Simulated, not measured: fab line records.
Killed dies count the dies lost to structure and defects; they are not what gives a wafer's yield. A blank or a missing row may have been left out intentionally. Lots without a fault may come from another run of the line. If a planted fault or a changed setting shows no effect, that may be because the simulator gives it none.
Chamber matching / flow n5 finfet / N5_BEOL_M4_PRE_CLEAN_60 on cvd co-02: 3 sister chambers
The step time 15 s. 20 wafers are shown with their chamber, then 10 later ones without.

EACH WAFER AND ITS CHAMBER
wafer=L076.1; chamber=1; heater power w (W)=111
wafer=L076.3; chamber=0; heater power w (W)=95
wafer=L076.6; chamber=2; heater power w (W)=57
wafer=L077.1; chamber=0; heater power w (W)=97
wafer=L077.3; chamber=1; heater power w (W)=112
wafer=L077.6; chamber=2; heater power w (W)=58
wafer=L075.2; chamber=1; heater power w (W)=109
wafer=L075.4; chamber=0; heater power w (W)=94
wafer=L075.6; chamber=2; heater power w (W)=58
wafer=L074.1; chamber=2; heater power w (W)=61
wafer=L074.5; chamber=2; heater power w (W)=59
wafer=L074.6; chamber=1; heater power w (W)=112
wafer=L082.1; chamber=2; heater power w (W)=59
wafer=L082.2; chamber=1; heater power w (W)=112
wafer=L082.4; chamber=1; heater power w (W)=108
wafer=L084.1; chamber=2; heater power w (W)=59
wafer=L084.2; chamber=1; heater power w (W)=110
wafer=L084.6; chamber=2; heater power w (W)=56
wafer=L086.1; chamber=1; heater power w (W)=109
wafer=L086.3; chamber=0; heater power w (W)=93

SIGNATURES (means of the wafers above)
reading=heater power w; chamber 0=94.75; chamber 1=110.38; chamber 2=58.38; scatter within a chamber=1.58
Rule: a wafer's distance from a chamber is the root of the sum, over the readings, of the square of ((its reading less the chamber's mean) divided by the reading's scatter). If the next closest chamber is less than 2 further off than the closest, the wafer can't be placed; otherwise it belongs to the closest. The scatter: the root of (the sum of the squares of (reading less its chamber's mean) over the shown wafers, divided by (wafers less chambers)).

WAFERS MISSING THEIR CHAMBER
wafer=L086.6; heater power w (W)=97
wafer=L091.3; heater power w (W)=112
wafer=L091.5; heater power w (W)=95
wafer=L091.6; heater power w (W)=57
wafer=L094.1; heater power w (W)=97
wafer=L094.2; heater power w (W)=60
wafer=L094.5; heater power w (W)=97
wafer=L097.2; heater power w (W)=99
wafer=L097.4; heater power w (W)=110
wafer=L097.5; heater power w (W)=58

EACH ONE'S CHAMBER
wafer=L086.6; from the rows above=0; in truth=0
wafer=L091.3; from the rows above=1; in truth=1
wafer=L091.5; from the rows above=0; in truth=0
wafer=L091.6; from the rows above=2; in truth=2
wafer=L094.1; from the rows above=0; in truth=0
wafer=L094.2; from the rows above=2; in truth=2
wafer=L094.5; from the rows above=0; in truth=0
wafer=L097.2; from the rows above=0; in truth=0
wafer=L097.4; from the rows above=1; in truth=1
wafer=L097.5; from the rows above=2; in truth=2
10 of 10 placed correctly. From these rows, 0 cannot be placed. Placed wrongly: 0.
